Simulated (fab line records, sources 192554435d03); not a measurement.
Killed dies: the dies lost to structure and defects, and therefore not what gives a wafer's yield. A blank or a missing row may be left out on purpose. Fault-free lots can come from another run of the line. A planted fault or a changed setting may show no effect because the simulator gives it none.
Matching of chambers | flow n5_finfet | 4 sister chambers for N5_BEOL_M6_ETCH_72 on rie_diel-04
The step etches underlayer in N2/H2, target depth 6.5 nm, time 5.2 s. 18 wafers are shown with their chamber, then 9 later ones without.

## WAFERS WITH THEIR CHAMBER
wafer  | chamber | throttle_valve_pct (%) | showerhead_plenum_p_Torr (Torr) | oes_product_au (a.u.)
L077.1 | 2       | 18.4                   | 2.54                            | 0.64
L077.2 | 0       | 18.0                   | 2.62                            | 0.61
L077.5 | 0       | 18.0                   | 2.62                            | 0.61
L079.2 | 1       | 17.7                   | 2.61                            | 0.84
L079.4 | 3       | 18.1                   | 2.53                            | 0.63
L079.5 | 1       | 17.7                   | 2.61                            | 0.86
L081.3 | 0       | 18.0                   | 2.61                            | 0.60
L081.4 | 3       | 18.1                   | 2.53                            | 0.64
L081.5 | 1       | 17.7                   | 2.61                            | 0.84
L082.2 | 3       | 18.2                   | 2.52                            | 0.62
L082.3 | 2       | 18.4                   | 2.54                            | 0.61
L082.6 | 1       | 17.7                   | 2.60                            | 0.81
L083.3 | 1       | 17.7                   | 2.60                            | 0.82
L083.4 | 3       | 18.2                   | 2.52                            | 0.63
L083.5 | 1       | 17.7                   | 2.60                            | 0.81
L084.4 | 1       | 17.7                   | 2.60                            | 0.80
L084.5 | 2       | 18.4                   | 2.54                            | 0.63
L084.6 | 3       | 18.2                   | 2.52                            | 0.63

SIGNATURES (means of the wafers above)
reading                  | chamber 0 | chamber 1 | chamber 2 | chamber 3 | scatter within a chamber
throttle_valve_pct       | 18.000    | 17.700    | 18.400    | 18.160    | 0.0293
showerhead_plenum_p_Torr | 2.6167    | 2.6043    | 2.5400    | 2.5240    | 0.00506
oes_product_au           | 0.6067    | 0.8257    | 0.6267    | 0.6300    | 0.0158
Rule: a wafer lies at a distance from a chamber equal to the root of the sum of squares, over the readings, of (its reading less the chamber's mean, divided by the reading's scatter). If the next closest chamber is less than 2 further off than the closest, the wafer can't be placed; otherwise it belongs to the closest. The scatter is the square root of a quotient: the sum, over the shown wafers, of each reading's squared deviation from its chamber's mean, divided by wafers minus chambers.

## WAFERS MISSING THEIR CHAMBER
wafer  | throttle_valve_pct (%) | showerhead_plenum_p_Torr (Torr) | oes_product_au (a.u.)
L092.1 | 18.5                   | 2.53                            | 0.61
L092.2 | 18.2                   | 2.51                            | 0.62
L092.3 | 17.6                   | 2.60                            | 0.81
L094.1 | 18.5                   | 2.52                            | 0.60
L094.4 | 17.6                   | 2.60                            | 0.80
L094.6 | 18.2                   | 2.51                            | 0.61
L096.3 | 18.5                   | 2.52                            | 0.60
L096.4 | 17.6                   | 2.60                            | 0.79
L096.6 | 18.4                   | 2.52                            | 0.60

## WHICH CHAMBER EACH ONE RAN IN
wafer  | from the rows above | in truth
L092.1 | 2                   | 2
L092.2 | 3                   | 3
L092.3 | 1                   | 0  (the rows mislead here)
L094.1 | 2                   | 2
L094.4 | 1                   | 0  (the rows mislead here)
L094.6 | 3                   | 3
L096.3 | 2                   | 2
L096.4 | 1                   | 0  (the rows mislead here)
L096.6 | 2                   | 2
Placed correctly: 6 of 9. Can't be placed from these rows: 0. Placed wrongly: 3.
